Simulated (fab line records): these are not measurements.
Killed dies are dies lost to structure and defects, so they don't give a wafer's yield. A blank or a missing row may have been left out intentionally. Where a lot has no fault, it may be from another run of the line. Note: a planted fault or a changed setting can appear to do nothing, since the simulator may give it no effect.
fab line records ; flow n5_finfet
record: lots: 9; wafers: 27; last_day: 19
route steps=1938 shown FIN_SAQP@114 BEOL_M4@1111 PASSIVATION@1936
lots untouched by any fault: they come from a run of this same line in which no faults occurred
start_h: hours from the record's first day to the start of the lot's first wafer shown ; wait_h: how many hours have passed since the lot's step before this one ; " unchanged from the row above ; L1.1+2: several wafers, shown together as one row ; - no value, or no start was given ; * or withheld: withheld ; < > ~ a bound
route shown NAME@n: NAME is a module with steps in the file, n the number in the route of the first one ; usual: mean and standard deviation over wafers with no fault ; same: alike in all rows ; chamber/n: place in a boat ; sites: readings site by site ; _std_site: standard deviation of those values ; _edge_site: the outer-site mean with the inner-site mean subtracted ; radius_mm: how far each site lies from the wafer's centre ; mask NAME#n: copy n ; behind: the most recent tool/chamber to have shaped the wafer ; hold: reason for holding the lot/hours on hold/outcome of the hold ; device: whichever transistor did not switch (one of n, p or np) ; end of line: the route-end tests of the same wafers ; where a step has no rows: the recipe by itself ; killed: count of dies lost to structure and defects at first sort (not the wafer's yield) ; map: the dies of a wafer, with x for killed, . for not killed, _ for no die there
set.NAME: the setting the step ran with; set.NAME@STEP: the setting that earlier step ran with ; model.NAME: the simulator's own value behind a step, which no gauge read
a sample of lots followed through the steps of the route, with each step as a table and each wafer as a row
services: when a tool's chamber went out of use (start_h, in hours from the record's first day, below 0 if earlier), for how many hours, and the reason
== steps ==
step: N5_FIN_SAQP_DESCUM_21
recipe: chemistry: O2; time_s: 7.9; source_power_w: 50; bias_power_w: 20; pressure_mtorr: 20; rf_frequency_hz: 2.712e+07; temp_c: 40; resist: CAR-ArF; o2_flow_sccm: 225
usual: chamber_pressure_mTorr: 19.998/0.019; drypump_motor_current_A: 5.9/0.47; oes_product_au: 0.81/0.096; rf_fwd_power_W: 49.29/0.22; rf_vpp_V: 243.2/1.3; showerhead_plenum_p_Torr: 2.10/0.067; throttle_valve_pct: 20.42/0.24
same: time_s: 7.9
lot.wafer;tool;chamber;start_h;wait_h;chamber_pressure_mTorr;drypump_motor_current_A;oes_product_au;rf_fwd_power_W;rf_hours_counter_h;rf_vpp_V;showerhead_plenum_p_Torr;throttle_valve_pct
L803.1;rie_diel-05;2;51.95;0.0;20.015;5.6;0.79;49.29;144;245.3;2.20;20.53
L803.4;rie_diel-05;0;51.95;0.0;20.009;5.3;0.98;49.48;1;244.5;2.12;20.08
L803.6;rie_diel-05;2;51.95;0.0;20.011;5.6;0.79;49.32;-;246.3;2.20;20.52
L809.1;rie_diel-05;2;87.66;0.3;20.021;5.6;0.77;49.08;156;244.9;2.19;20.55
L809.4;rie_diel-05;3;87.66;0.3;20.001;5.6;0.67;49.42;-;242.3;2.07;20.40
L809.6;rie_diel-05;2;87.66;0.3;20.003;5.6;0.77;49.07;-;245.2;2.19;20.54
L810.2;rie_diel-03;2;96.60;0.0;19.994;6.7;0.90;49.52;26;245.0;2.13;20.49
L810.4;rie_diel-03;3;96.60;0.0;19.993;5.6;0.71;49.13;210;242.8;2.16;20.96
L810.5;rie_diel-03;2;96.60;0.0;19.976;6.7;0.89;49.41;-;243.9;2.13;20.47
L811.1;rie_diel-01;0;100.71;0.2;19.988;6.2;0.81;49.01;117;243.0;2.02;20.53
L811.2;rie_diel-01;1;100.71;0.2;19.976;6.5;0.90;48.87;22;241.9;2.06;20.04
L811.5;rie_diel-01;2;100.71;0.2;19.986;5.4;0.73;49.33;-;245.6;2.16;20.43
L815.2;rie_diel-03;1;125.47;0.4;19.999;6.5;0.88;49.39;25;244.2;2.14;20.18
L815.5;rie_diel-03;0;125.47;0.4;20.014;6.0;0.86;49.48;-;243.8;2.03;20.36
L815.6;rie_diel-03;3;125.47;0.4;19.991;5.6;0.70;49.44;-;242.8;2.16;20.95
L816.1;rie_diel-03;0;130.73;0.0;19.991;6.0;0.86;49.34;54;241.8;2.02;20.35
L816.2;rie_diel-03;1;130.73;0.0;20.014;6.5;0.88;49.27;26;244.6;2.14;20.17
L816.4;rie_diel-03;3;130.73;0.0;19.994;5.6;0.70;49.47;219;243.6;2.16;20.96
L817.2;rie_diel-03;0;137.59;0.0;19.984;6.0;0.86;49.76;57;243.9;2.02;20.36
L817.4;rie_diel-03;1;137.59;0.0;19.960;6.4;0.88;49.44;28;243.6;2.14;20.16
L817.6;rie_diel-03;0;137.59;0.0;19.985;6.0;0.85;49.58;-;242.9;2.02;20.36
L818.1;rie_diel-01;1;144.81;0.0;19.989;6.4;0.87;49.51;38;242.5;2.05;20.06
L818.3;rie_diel-01;3;144.81;0.0;20.018;5.1;0.76;49.63;151;240.6;1.92;20.22
L818.4;rie_diel-01;0;144.81;0.0;19.994;6.2;0.79;49.23;133;240.2;2.01;20.56
L820.2;rie_diel-03;0;156.64;0.0;20.004;6.0;0.84;49.32;63;242.3;2.02;20.37
L820.5;rie_diel-03;1;156.64;0.0;19.989;6.5;0.87;49.45;-;243.3;2.13;20.18
L820.6;rie_diel-03;0;156.64;0.0;20.004;6.0;0.84;49.40;-;242.4;2.02;20.35
step: N5_FIN_SAQP_STRIP_55
recipe: chemistry: N2/H2; power_w: 500; temp_c: 40; pressure_mtorr: 50; rf_frequency_hz: 6e+07; overash_fraction: 0.3; bias_power_w: 28; h2_frac: 0.5; n2_flow_sccm: 300; h2_flow_sccm: 300
usual: chamber_pressure_mTorr: 50.00/0.078; drypump_motor_current_A: 5.9/0.49; oes_product_au: 0.82/0.092; rf_vpp_V: 122.0/1.4; showerhead_plenum_p_Torr: 3.36/0.12; throttle_valve_pct: 18.9/0.31
lot.wafer;tool;chamber;start_h;wait_h;chamber_pressure_mTorr;drypump_motor_current_A;oes_product_au;rf_hours_counter_h;rf_vpp_V;showerhead_plenum_p_Torr;throttle_valve_pct
L803.1;rie_diel-03;3;52.33;0.1;49.90;5.6;0.72;194;124.1;3.48;19.4
L803.4;rie_diel-03;3;52.33;0.1;50.01;5.6;0.72;-;122.3;3.48;19.4
L803.6;rie_diel-03;2;52.33;0.1;49.90;6.7;0.93;-;123.0;3.43;18.7
L809.1;rie_diel-03;3;88.11;0.1;49.98;5.6;0.71;207;124.1;3.47;19.4
L809.4;rie_diel-03;2;88.11;0.1;49.94;6.7;0.88;23;121.1;3.43;18.7
L809.6;rie_diel-03;1;88.11;0.1;49.96;6.5;0.94;-;123.5;3.44;18.6
L810.2;rie_diel-05;0;96.98;0.1;49.99;5.4;0.91;17;122.3;3.42;18.8
L810.4;rie_diel-05;2;96.98;0.1;49.88;5.6;0.76;-;119.4;3.50;19.0
L810.5;rie_diel-05;0;96.98;0.1;49.89;5.4;0.93;-;121.8;3.42;18.8
L811.1;rie_diel-03;1;101.09;0.1;50.05;6.5;0.92;12;123.4;3.43;18.6
L811.2;rie_diel-03;2;101.09;0.1;50.10;6.7;0.89;28;122.9;3.42;18.7
L811.5;rie_diel-03;0;101.09;0.1;50.03;6.0;0.89;-;123.1;3.29;19.4
L815.2;rie_diel-05;0;125.86;0.1;49.92;5.4;0.89;34;121.6;3.41;18.8
L815.5;rie_diel-05;2;125.86;0.1;50.15;5.7;0.76;-;119.9;3.49;19.0
L815.6;rie_diel-05;3;125.86;0.1;49.97;5.5;0.66;-;122.4;3.29;18.8
L816.1;rie_diel-01;3;131.22;0.2;50.05;5.1;0.77;147;119.4;3.08;18.3
L816.2;rie_diel-01;1;131.22;0.2;50.14;6.5;0.89;34;121.2;3.31;18.7
L816.4;rie_diel-01;2;131.22;0.2;49.97;5.4;0.71;188;122.3;3.47;19.0
L817.2;rie_diel-01;3;138.17;0.3;50.06;5.1;0.77;149;121.3;3.08;18.3
L817.4;rie_diel-01;0;138.17;0.3;49.93;6.3;0.80;131;119.2;3.23;18.7
L817.6;rie_diel-01;1;138.17;0.3;50.05;6.4;0.87;-;123.5;3.31;18.7
L818.1;rie_diel-05;1;145.23;0.1;50.02;6.2;0.99;4;121.7;3.28;18.6
L818.3;rie_diel-05;0;145.23;0.1;49.92;5.4;0.86;43;121.6;3.41;18.8
L818.4;rie_diel-05;2;145.23;0.1;50.10;5.6;0.74;-;124.3;3.49;19.0
L820.2;rie_diel-01;1;157.02;0.1;49.95;6.4;0.87;43;120.0;3.30;18.7
L820.5;rie_diel-01;2;157.02;0.1;49.95;5.4;0.72;-;122.7;3.47;19.0
L820.6;rie_diel-01;3;157.02;0.1;49.92;5.1;0.76;-;121.0;3.08;18.4
step: N5_FIN_SAQP_RECESS_75
recipe: chemistry: HF/NH3; target: SiO2; target_depth_a: 144; afs_cycles: 3; temp_c: 30; sublimation_temp_c: 180; sublimation_time_s: 60
usual: afs_cycles: 3/0; drypump_motor_current_A: 5.5/0.39; foreline_p_Torr: 0.1280/0.0004
lot.wafer;tool;chamber;start_h;wait_h;afs_cycles;drypump_motor_current_A;foreline_p_Torr
L803.1;vapor_etch-01;1;52.66;0.0;3;5.2;0.1286
L803.4;vapor_etch-01;1;52.66;0.0;3;5.2;0.1275
L803.6;vapor_etch-01;1;52.66;0.0;3;5.2;0.1265
L809.1;vapor_etch-01;1;88.44;0.0;-;-;-
L809.4;vapor_etch-01;1;88.44;0.0;-;-;-
L809.6;vapor_etch-01;1;88.44;0.0;-;-;-
L810.2;vapor_etch-01;1;97.33;0.0;-;-;-
L810.4;vapor_etch-01;1;97.33;0.0;-;-;-
L810.5;vapor_etch-01;0;97.33;0.0;-;-;-
L811.1;vapor_etch-02;0;101.43;0.0;-;-;-
L811.2;vapor_etch-02;1;101.43;0.0;-;-;-
L811.5;vapor_etch-02;1;101.43;0.0;-;-;-
L815.2;vapor_etch-02;0;126.19;0.0;3;5.6;0.1280
L815.5;vapor_etch-02;0;126.19;0.0;3;5.6;0.1280
L815.6;vapor_etch-02;1;126.19;0.0;3;6.2;0.1279
L816.1;vapor_etch-02;1;131.54;0.0;3;6.2;0.1280
L816.2;vapor_etch-02;0;131.54;0.0;3;5.5;0.1281
L816.4;vapor_etch-02;0;131.54;0.0;3;5.6;0.1280
L817.2;vapor_etch-01;0;138.49;0.0;3;5.3;0.1277
L817.4;vapor_etch-01;1;138.49;0.0;3;5.2;0.1285
L817.6;vapor_etch-01;0;138.49;0.0;3;5.3;0.1275
L818.1;vapor_etch-02;1;145.55;0.0;3;6.2;0.1280
L818.3;vapor_etch-02;1;145.55;0.0;3;6.2;0.1281
L818.4;vapor_etch-02;0;145.55;0.0;3;5.6;0.1280
L820.2;vapor_etch-01;0;157.63;0.3;3;5.3;0.1274
L820.5;vapor_etch-01;1;157.63;0.3;3;5.2;0.1273
L820.6;vapor_etch-01;0;157.63;0.3;3;5.2;0.1281
step: N5_FIN_SAQP_MANDREL_ETCH_58
recipe: chemistry: HBr/Cl2; target: a-Si; target_depth_a: 450; bt_time_s: 10; stop_on: SiNx; mask_material: SiO2; over_etch_frac: 0.8; time_s: 27; pressure_mtorr: 10; icp_w: 800; bias_w: 75; HBr_flow_sccm: 150; Cl2_flow_sccm: 80; ends: end_point
usual: chamber_pressure_mTorr: 10.000/0.01; drypump_motor_current_A: 5.7/0.58; oes_product_au: 0.699/0.0094; rf_fwd_power_W: 794.7/2.7; throttle_valve_pct: 35.5/0.32
lot.wafer;tool;chamber;start_h;wait_h;chamber_pressure_mTorr;drypump_motor_current_A;oes_product_au;rf_fwd_power_W;rf_hours_counter_h;throttle_valve_pct
L803.1;rie_si-01;0;54.25;0.0;9.994;6.0;0.703;799.4;198;34.9
L803.4;rie_si-01;3;54.25;0.0;10.002;6.3;0.711;794.3;43;35.6
L803.6;rie_si-01;0;54.25;0.0;10.004;6.0;0.718;798.8;-;34.8
L809.1;rie_si-01;1;90.28;0.0;10.011;4.6;0.680;796.3;9;35.1
L809.4;rie_si-01;3;90.28;0.0;10.001;6.3;0.701;793.2;44;35.6
L809.6;rie_si-01;0;90.28;0.0;9.996;6.0;0.703;794.6;-;34.9
L810.2;rie_si-05;1;99.77;0.0;10.003;4.9;0.696;798.8;68;35.6
L810.4;rie_si-05;0;99.77;0.0;9.991;6.4;0.695;796.2;4;35.4
L810.5;rie_si-05;0;99.77;0.0;9.997;6.4;0.693;796.3;-;35.4
L811.1;rie_si-01;1;103.40;0.0;9.999;4.6;0.683;797.0;9;35.1
L811.2;rie_si-01;0;103.40;0.0;10.003;6.0;0.701;787.5;199;34.9
L811.5;rie_si-01;1;103.40;0.0;10.010;4.7;0.701;795.3;-;35.1
L815.2;rie_si-05;2;127.68;0.0;9.989;5.8;0.709;794.9;125;35.8
L815.5;rie_si-05;1;127.68;0.0;10.000;4.9;0.708;797.3;-;35.5
L815.6;rie_si-05;0;127.68;0.0;10.005;6.4;0.701;793.7;-;35.4
L816.1;rie_si-03;1;133.03;0.0;10.006;6.4;0.696;792.0;81;35.5
L816.2;rie_si-03;0;133.03;0.0;10.003;5.0;0.690;795.2;67;36.0
L816.4;rie_si-03;3;133.03;0.0;10.001;5.8;0.702;795.6;-;35.6
L817.2;rie_si-01;3;140.02;0.0;9.991;6.3;0.681;791.7;45;35.6
L817.4;rie_si-01;1;140.02;0.0;10.017;4.7;0.698;795.3;10;35.1
L817.6;rie_si-01;1;140.02;0.0;9.994;4.6;0.696;795.5;-;35.1
L818.1;rie_si-03;1;147.06;0.0;9.996;6.4;0.688;793.1;81;35.5
L818.3;rie_si-03;1;147.06;0.0;10.000;6.4;0.684;790.1;-;35.5
L818.4;rie_si-03;0;147.06;0.0;9.995;5.0;0.686;792.5;-;36.0
L820.2;rie_si-03;1;159.24;0.0;9.986;6.4;0.698;793.1;82;35.5
L820.5;rie_si-03;0;159.24;0.0;10.008;5.0;0.708;795.3;-;35.9
L820.6;rie_si-03;2;159.24;0.0;9.992;5.7;0.700;793.7;-;35.3
step: N5_BEOL_M4_RC_MEAS_101
usual: DIBL_N: 36.0/1.7; DIBL_P: 36.2/1.9; IOFF_N: 0.154/0.028; IOFF_P: 0.21/0.036; ION_N: 675/11; ION_P: 463/8.3; SS_N: 71.4/0.63; SS_P: 73.2/0.55; VT_N: 250.2/3; VT_P: -251/3.7
lot.wafer;tool;chamber;start_h;wait_h;DIBL_N[mV/V];DIBL_P[mV/V];IOFF_N[nA/um];IOFF_P[nA/um];ION_N[uA/um];ION_P[uA/um];SS_N[mV/dec];SS_P[mV/dec];VT_N[mV];VT_P[mV]
L803.1;prober-01;0;262.57;0.0;38.5;40.8;0.191;0.23;689;469;71.7;73.7;247.8;-248
L803.4;prober-01;0;262.57;0.0;34.9;36.2;0.124;0.17;654;455;71.2;73.0;255.7;-254
L803.6;prober-01;0;262.57;0.0;37.2;39.1;0.178;0.20;700;465;71.2;74.1;246.3;-252
L815.2;prober-01;0;330.34;0.2;34.8;35.1;0.140;0.18;665;452;71.5;73.5;250.6;-255
L815.5;prober-01;0;330.34;0.2;32.6;32.5;0.105;0.15;658;454;70.6;73.3;256.1;-255
L815.6;prober-01;0;330.34;0.2;35.5;35.8;0.151;0.20;662;457;70.9;73.1;249.8;-253
L816.1;prober-02;0;339.42;0.0;37.2;37.0;0.177;0.23;681;468;71.8;73.7;250.5;-249
L816.2;prober-02;0;339.42;0.0;39.3;38.5;0.221;0.26;682;466;72.9;73.6;246.6;-246
L816.4;prober-02;0;339.42;0.0;36.8;36.7;0.175;0.24;687;474;70.9;74.0;247.1;-248
L817.2;prober-01;0;340.00;0.2;35.2;32.4;0.128;0.17;662;459;70.8;72.1;256.1;-253
L817.4;prober-01;0;340.00;0.2;33.8;32.5;0.107;0.17;669;462;70.2;72.8;258.0;-255
L817.6;prober-01;0;340.00;0.2;36.6;35.7;0.150;0.22;673;466;71.1;72.9;251.3;-248
L818.1;prober-01;0;342.37;0.0;35.8;35.9;0.150;0.18;663;453;71.1;72.5;251.4;-251
L818.3;prober-01;0;342.37;0.0;36.0;36.7;0.158;0.20;665;462;71.2;72.8;247.5;-249
L818.4;prober-01;0;342.37;0.0;39.1;38.8;0.214;0.23;697;468;71.9;73.2;244.7;-251
L820.2;prober-01;0;344.31;0.2;36.7;35.6;0.158;0.24;666;465;71.5;73.4;252.7;-247
L820.5;prober-01;0;344.31;0.2;37.2;37.2;0.174;0.26;677;471;71.2;73.7;247.7;-243
L820.6;prober-01;0;344.31;0.2;36.0;34.8;0.164;0.23;686;477;71.5;73.0;248.4;-247
step: N5_PASSIVATION_PROBE_49
usual: defect_limited_yield: 90.9/1.4; killed_at_M0_to_M3: 38/11; killed_at_M4_up: 13/5.9; killed_at_contacts: 14/6.4; killed_at_front_end: 38/11; killed_at_other: 3.3/2.5; killed_dies: 107/16; killed_on_rim: 14/3.6; killed_open: 70/12; killed_short: 35/7.7; sort_bin_5_function: 5.3/0.94; sort_bin_6_memory: 3.5/0.7; sort_n_pass: 1073/16; sort_yield_pct: 90.9/1.4
same: gross_dies: 1180; killed_at_back_side: 0; sort_bin_4_leakage[%]: 0; sort_bin_8_speed[%]: 0
lot.wafer;tool;chamber;start_h;wait_h;defect_limited_yield[%];killed_at_M0_to_M3;killed_at_M4_up;killed_at_contacts;killed_at_front_end;killed_at_other;killed_dies;killed_on_rim;killed_open;killed_short;sort_bin_5_function[%];sort_bin_6_memory[%];sort_n_pass;sort_yield_pct[%]
L809.1;prober-01;-;407.03;0.0;0;41;22;20;1095;2;1180;152;82;40;94.9;5.1;0;0
L809.4;prober-01;-;407.18;0.2;0;55;18;14;1092;1;1180;152;80;37;96.4;3.4;0;0
L809.6;prober-01;-;407.28;0.3;0;45;20;18;1093;4;1180;152;82;36;95.9;3.6;0;0
L810.2;prober-01;-;414.28;0.1;0;29;9;7;1129;6;1180;152;71;42;95.8;3.7;0;0
L810.4;prober-01;-;414.38;0.2;0;34;13;5;1118;10;1180;152;76;32;95.5;4.4;0;0
L810.5;prober-01;-;414.43;0.2;0;47;18;14;1095;6;1180;152;81;40;96.1;3.5;0;0
L811.1;prober-02;-;414.64;0.0;0;28;7;10;1134;1;1180;152;57;26;97.6;2.1;0;0
L811.2;prober-02;-;414.69;0.1;0;24;15;23;1117;1;1180;152;95;26;95.3;4.7;0;0
L811.5;prober-02;-;414.84;0.2;0;24;10;12;1132;2;1180;152;59;38;96.4;3.6;0;0
killed by level:class
L809.1 FIN_SAQP:area_recess=1058 MOL_CONTACT_COAG:geometric_particle:open=14 DUMMY_GATE:geometric_particle:open=10 BEOL_M3:geometric_particle:open=10 BEOL_M4:geometric_particle:open=10 BEOL_M2:geometric_particle:open=7 MOL_CONTACT_COAG:geometric_particle:short=6 BEOL_M0_SAQP:geometric_particle:short=6
L809.4 FIN_SAQP:area_recess=1063 MOL_CONTACT_COAG:geometric_particle:open=12 BEOL_M0:geometric_particle:open=12 BEOL_M4:geometric_particle:open=12 BEOL_M3:geometric_particle:open=11 BEOL_M0_SAQP:geometric_particle:open=10 GATE_CUT:geometric_particle:short=8 BEOL_M0_SAQP:geometric_particle:short=7
L809.6 FIN_SAQP:area_recess=1062 MOL_CONTACT_COAG:geometric_particle:open=14 FIN_SAQP:geometric_particle:short=12 BEOL_M2:geometric_particle:open=9 BEOL_M3:geometric_particle:open=9 FIN_SAQP:geometric_particle:open=8 BEOL_M0_SAQP:geometric_particle:open=7 BEOL_M0:geometric_particle:open=6
L810.2 FIN_SAQP:area_recess=1066 STI_FIN_REVEAL:geometric_particle:open=19 FIN_SAQP:geometric_particle:open=9 FIN_SAQP:geometric_particle:short=7 DUMMY_GATE:geometric_particle:open=5 BEOL_M1:geometric_particle:short=5 BEOL_M0_SAQP:geometric_particle:open=5 STI_FIN_REVEAL:geometric_particle:short=4
L810.4 FIN_SAQP:area_recess=1068 FIN_SAQP:geometric_particle:open=19 BEOL_M0_SAQP:geometric_particle:open=10 FIN_SAQP:geometric_particle:short=8 STI_FIN_REVEAL:geometric_particle:open=8 BEOL_M1:geometric_particle:open=7 BEOL_M0_SAQP:geometric_particle:short=5 MOL_CONTACT_COAG:geometric_particle:open=5
L810.5 FIN_SAQP:area_recess=1058 MOL_CONTACT_COAG:geometric_particle:open=13 BEOL_M0_SAQP:geometric_particle:short=13 BEOL_M0_SAQP:geometric_particle:open=12 BEOL_M3:geometric_particle:open=9 STI_FIN_REVEAL:geometric_particle:open=8 FIN_SAQP:geometric_particle:open=6 BEOL_M4:geometric_particle:open=5
L811.1 FIN_SAQP:area_recess=1097 BEOL_M0_SAQP:geometric_particle:open=10 STI_FIN_REVEAL:geometric_particle:open=9 FIN_SAQP:geometric_particle:short=7 BEOL_M0_SAQP:geometric_particle:short=7 MOL_CONTACT_COAG:geometric_particle:open=7 GATE_CUT:geometric_particle:open=6 BEOL_M1:geometric_particle:open=5
L811.2 FIN_SAQP:area_recess=1059 MOL_CONTACT_COAG:geometric_particle:open=21 STI_FIN_REVEAL:geometric_particle:open=18 FIN_SAQP:geometric_particle:open=9 DUMMY_GATE:geometric_particle:open=9 FIN_SAQP:geometric_particle:short=6 BEOL_M0_SAQP:geometric_particle:open=5 BEOL_M3:geometric_particle:open=5
L811.5 FIN_SAQP:area_recess=1083 STI_FIN_REVEAL:geometric_particle:open=12 FIN_SAQP:geometric_particle:short=10 MOL_CONTACT_COAG:geometric_particle:open=8 BEOL_M2:geometric_particle:open=7 GATE_CUT:geometric_particle:short=6 BEOL_M5:geometric_particle:open=6 FIN_SAQP:geometric_particle:open=5
== services ==
tool;chamber;start_h;hours;kind
rie_diel-03;1;42.06;-;clean
rie_diel-03;1;42.06;-;consumable_replace:focus_ring
rie_diel-03;1;42.06;20.8;scheduled_down
rie_diel-03;1;42.06;20.8;vent_cycle
rie_diel-05;2;60.15;2.0;repair
rie_diel-05;1;84.10;21.9;repair
rie_diel-05;3;96.30;1.8;repair
rie_diel-05;2;100.11;16.3;repair
rie_si-01;0;110.99;-;clean
rie_si-01;0;110.99;24.2;scheduled_down
rie_si-01;0;110.99;24.2;vent_cycle
rie_diel-05;1;116.46;-;clean
rie_diel-05;1;116.46;-;consumable_replace:focus_ring
rie_si-03;2;117.71;-;clean
rie_si-03;2;117.71;30.0;scheduled_down
rie_si-03;2;117.71;30.0;vent_cycle
vapor_etch-02;-;118.34;0.1;repair
rie_diel-05;3;119.45;6.4;repair
rie_diel-05;3;134.83;-;clean
rie_diel-05;3;134.83;-;consumable_replace:focus_ring
rie_diel-05;3;134.83;29.9;scheduled_down
rie_diel-05;3;134.83;29.9;vent_cycle
rie_si-03;3;139.42;31.8;repair
rie_diel-03;2;157.49;2.7;repair
== key ==
first_sign: step: N5_FIN_SAQP_RECESS_75; reading: tool_record; direction: missing
effect: step: N5_PASSIVATION_PROBE_49; reading: killed_at_front_end; direction: up; sigmas: 99+; usual: 38; struck: 1112
more_kills_born_at: N5_FIN_SAQP_RECESS_75@vapor_etch-01: 6375; N5_FIN_SAQP_RECESS_75@vapor_etch-02: 3239
met_at N5_FIN_SAQP_RECESS_75
struck_lots L809,L810,L811
later_rows_left_out L809.1,L809.4,L809.6,L810.2,L810.4,L810.5,L811.1,L811.2,L811.5
not_acting_at N5_FIN_SAQP_DESCUM_21,N5_FIN_SAQP_STRIP_55,N5_FIN_SAQP_MANDREL_ETCH_58
onset_between 52.66 88.44
fault: kind: skipped_step_whole; tool: vapor_etch-01,vapor_etch-02; chamber: -; onset_h: 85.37; steps: N5_FIN_SAQP_RECESS_75; scope: struck_lots_only
later_rows_left_out: the simulator's readings of these wafers behind a module that went badly wrong aren't trusted and aren't shown, but for the sort
